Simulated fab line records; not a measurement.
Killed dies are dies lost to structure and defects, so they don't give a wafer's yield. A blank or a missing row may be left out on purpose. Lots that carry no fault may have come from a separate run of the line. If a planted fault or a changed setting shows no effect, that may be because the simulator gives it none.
Matching of chambers -- flow n5-finfet -- 3 sister chambers for N5_BEOL_M0_SAQP_PECVD_00 on pecvd-01
The step deposits SiCN from 3MS/NH3, target thk 8 nm, time 14 s. 3 wafers are shown with their chamber, then 7 later ones without.

## WAFERS PAIRED WITH THEIR CHAMBERS
wafer,chamber,throttle-valve-pct (%)
L081.2,1,9.6
L091.6,0,8.7
L095.5,2,7.9

## WAFERS WITH NO CHAMBER GIVEN
wafer,throttle-valve-pct (%)
L095.6,8.3
L097.1,8.6
L097.4,8.0
L097.5,7.8
L096.1,9.6
L096.2,7.9
L096.3,8.5

## CHAMBER TAKEN BY EACH
wafer,from the rows above,in truth
L095.6,can't be placed: 0 or 2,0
L097.1,0,0
L097.4,2,2
L097.5,2,2
L096.1,1,1
L096.2,2,2
L096.3,0,0
Correctly placed: 6 of 7. From these rows, 1 cannot be placed; in 1 the true chamber is one of the candidates. Placed wrongly: 0.
How it was worked out, from the rows above alone: a wafer's distance from a chamber is the root of the sum, over the readings, of the square of ((its reading less the chamber's mean) divided by the reading's scatter). If the next closest chamber is less than 2 further off than the closest, the wafer can't be placed; otherwise it belongs to the closest. For every chamber, the mean is computed from those of its wafers that are shown. The scatter: root of mean squared gap, hidden wafer to nearest shown wafer, with one shown wafer a chamber.
